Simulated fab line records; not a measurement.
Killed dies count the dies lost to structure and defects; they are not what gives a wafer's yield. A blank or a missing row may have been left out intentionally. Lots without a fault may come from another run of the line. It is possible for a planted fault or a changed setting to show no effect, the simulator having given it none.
Split-lot study | flow n5 finfet | 39 wafers read from 7 lots, route of 1938 steps

SPLIT DETAILS
At N5_BEOL_M2_ETCHBACK_99 (etches SiO2 in CHF3, target depth 5 nm, time 10.4 s), the setting target depth a was moved away from the recipe's 50 angstrom on 15 of the 39 wafers read, by -57.2% to +33.4%. This setting was run at the recipe's value on the other wafers.

The reading is taken at the split's own step.

THE READING
CAR-EUV_of_BEOL_M2_COAT_22.thk nm (the simulator's own value, which no gauge read), in nm, at N5_BEOL_M2_ETCHBACK_99 (etches SiO2 in CHF3, target depth 5 nm, time 10.4 s). The file gives no usual value for it. Here, 24 wafers ran the recipe; their average is 10.4 nm with a standard deviation of 0.099 nm.

wafer  | tool, chamber at the split | target depth a as run, angstrom | against the recipe | CAR-EUV_of_BEOL_M2_COAT_22.thk nm, nm | against lot-mates on the recipe
L080.1 | rie diel-06, 1,0,2         | 50                              | recipe             | 10.6                                  | -
L080.3 | rie diel-06, 1,0,2         | 50                              | recipe             | 10.6                                  | -
L080.4 | rie diel-06, 1,0,2         | 50                              | recipe             | 10.6                                  | -
L080.2 | rie diel-06, 3,3,2         | 50                              | recipe             | 10.4                                  | -
L080.5 | rie diel-06, 3,3,2         | 50                              | recipe             | 10.4                                  | -
L080.6 | rie diel-06, 3,3,2         | 50                              | recipe             | 10.4                                  | -
L083.1 | rie diel-01, 1,3           | 33.25                           | -33.5%             | 10.6                                  | +0.2
L083.3 | rie diel-01, 1,3           | 33.25                           | -33.5%             | 10.6                                  | +0.2
L083.2 | rie diel-01, 2,0,1         | 50                              | recipe             | 10.4                                  | -
L083.4 | rie diel-01, 2,0,1         | 50                              | recipe             | 10.4                                  | -
L083.5 | rie diel-01, 2,0,1         | 50                              | recipe             | 10.4                                  | -
L083.6 | rie diel-01, 0             | 33.25                           | -33.5%             | 10.8                                  | +0.4
L082.1 | rie diel-03, 1,2           | 50                              | recipe             | 10.4                                  | -
L082.6 | rie diel-03, 1,2           | 50                              | recipe             | 10.4                                  | -
L082.2 | rie diel-03, 0,3,3         | 21.59                           | -56.8%             | 10.8                                  | +0.5
L082.4 | rie diel-03, 0,3,3         | 21.59                           | -56.8%             | 10.8                                  | +0.5
L082.5 | rie diel-03, 0,3,3         | 21.59                           | -56.8%             | 10.8                                  | +0.5
L082.3 | rie diel-03, 2             | 50                              | recipe             | 10.2                                  | -
L086.2 | rie diel-06, 1,2,1         | 50                              | recipe             | 10.4                                  | -
L086.5 | rie diel-06, 1,2,1         | 50                              | recipe             | 10.4                                  | -
L086.6 | rie diel-06, 1,2,1         | 50                              | recipe             | 10.4                                  | -
L091.1 | rie diel-01, 0             | 21.42                           | -57.2%             | 10.8                                  | +0.5
L091.5 | rie diel-01, 0             | 21.42                           | -57.2%             | 10.8                                  | +0.5
L091.2 | rie diel-01, 3,1           | 50                              | recipe             | 10.4                                  | -
L091.3 | rie diel-01, 3,1           | 50                              | recipe             | 10.4                                  | -
L091.4 | rie diel-01, 2             | 21.42                           | -57.2%             | 10.6                                  | +0.3
L091.6 | rie diel-01, 3             | 50                              | recipe             | 10.2                                  | -
L092.1 | rie diel-01, 1             | 50                              | recipe             | 10.6                                  | -
L092.2 | rie diel-01, 0,3           | 50                              | recipe             | 10.4                                  | -
L092.6 | rie diel-01, 0,3           | 50                              | recipe             | 10.4                                  | -
L092.3 | rie diel-01, 3,2,0         | 66.7                            | +33.4%             | 10.2                                  | -0.3
L092.4 | rie diel-01, 3,2,0         | 66.7                            | +33.4%             | 10.2                                  | -0.3
L092.5 | rie diel-01, 3,2,0         | 66.7                            | +33.4%             | 10.2                                  | -0.3
L095.1 | rie diel-06, 3,0,2         | 24.88                           | -50.2%             | 10.8                                  | +0.4
L095.3 | rie diel-06, 3,0,2         | 24.88                           | -50.2%             | 10.8                                  | +0.4
L095.4 | rie diel-06, 3,0,2         | 24.88                           | -50.2%             | 10.8                                  | +0.4
L095.2 | rie diel-06, 2,3,0         | 50                              | recipe             | 10.4                                  | -
L095.5 | rie diel-06, 2,3,0         | 50                              | recipe             | 10.4                                  | -
L095.6 | rie diel-06, 2,3,0         | 50                              | recipe             | 10.4                                  | -
The file does not say which wafer passed through which chamber wherever a row lists several chambers: such a row stands for several wafers.

THE FIT
A straight line over all 39 wafers: CAR-EUV_of_BEOL_M2_COAT_22.thk nm changes by -0.0066 nm for each +1% of target depth a; r = -0.89; the points scatter about the line by 0.091 nm.
The same after taking each lot's own level away (the mean of its wafers on the recipe; 39 wafers): -0.00777 nm for each +1%; r = -0.94; scatter 0.074 nm.
That fit puts the effect of the largest move of target depth a on the reading at 0.44 nm.
The lots' own levels span 10.33 to 10.50 nm, that is 1.7 times the standard deviation above.
Hence the slope depends on the lot-to-lot level, as the two fits are not the same.
Check: +0.441 nm against its lot-mates is what the line predicts for one of the wafers moved furthest among these (-57.2%) when that wafer is left out of the fit. Against them it came out at +0.467 nm.

ADDITIONAL SPLITS CARRIED BY THESE WAFERS
Note: prior to the reading, these wafers also went through further splits. Each is held against what the fit with the lots' levels taken away leaves over:
other split on the same wafers   | wafers away from the commonest value | r with CAR-EUV_of_BEOL_M2_COAT_22.thk nm (lot level and that fit taken away)
N5_FIN_SAQP_PECVD_06 time s      | 15                                   | +0.13
N5_ILD0_ALD_15 ald cycles        | 9                                    | +0.00
N5_HKMG_FIN_HK_ALD_01 ald cycles | 6                                    | -0.16
N5_BEOL_M1_ILD_DEP_00 time s     | 12                                   | +0.01

THE FILE'S OWN FIT
CAR-EUV_of_BEOL_M2_COAT_22.thk nm changes by -0.00776 nm for each +1% of target depth a, r = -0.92.
